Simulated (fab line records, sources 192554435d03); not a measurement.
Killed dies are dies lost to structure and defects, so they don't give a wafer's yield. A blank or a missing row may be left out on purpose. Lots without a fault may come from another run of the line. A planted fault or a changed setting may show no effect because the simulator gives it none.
Chamber matching | flow n5_finfet | N5_BEOL_M5_ETCH_61 on rie_diel-01: 4 sister chambers
The step etches SiARC in CF4, target depth 15.6 nm, time 26 s. 4 wafers are shown with their chamber, then 9 later ones without.

WAFERS WITH THEIR CHAMBER
wafer  | chamber | drypump_motor_current_A (A)
L080.4 | 0       | 5.3
L083.2 | 2       | 5.6
L088.3 | 1       | 6.4
L088.6 | 3       | 5.9

WAFERS WITHOUT THEIR CHAMBER
wafer  | drypump_motor_current_A (A)
L089.3 | 6.5
L089.4 | 5.9
L089.6 | 5.4
L090.2 | 6.4
L090.4 | 5.3
L090.6 | 5.4
L091.1 | 6.4
L091.3 | 5.4
L091.6 | 6.4

WHICH CHAMBER EACH WENT THROUGH
wafer  | from the rows above     | in truth
L089.3 | 1                       | 1
L089.4 | 3                       | 3
L089.6 | can't be placed: 0 or 2 | 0
L090.2 | 1                       | 1
L090.4 | 0                       | 0
L090.6 | can't be placed: 0 or 2 | 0
L091.1 | 1                       | 1
L091.3 | can't be placed: 0 or 2 | 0
L091.6 | 1                       | 1
Placed correctly: 6 of 9. Can't be placed from these rows: 3 (the true chamber is among the candidates in 3). Placed wrongly: 0.
How it was worked out, from the rows above alone: a wafer's distance from a chamber is the root of the sum, over the readings, of the square of ((its reading less the chamber's mean) divided by the reading's scatter). The wafer belongs to the nearest chamber; if the next one is less than 2 further off, it can't be placed. A chamber's mean is the mean of its shown wafers. The scatter: with one shown wafer a chamber, the root of the mean of the squares of how far each hidden wafer lies from its nearest shown one.
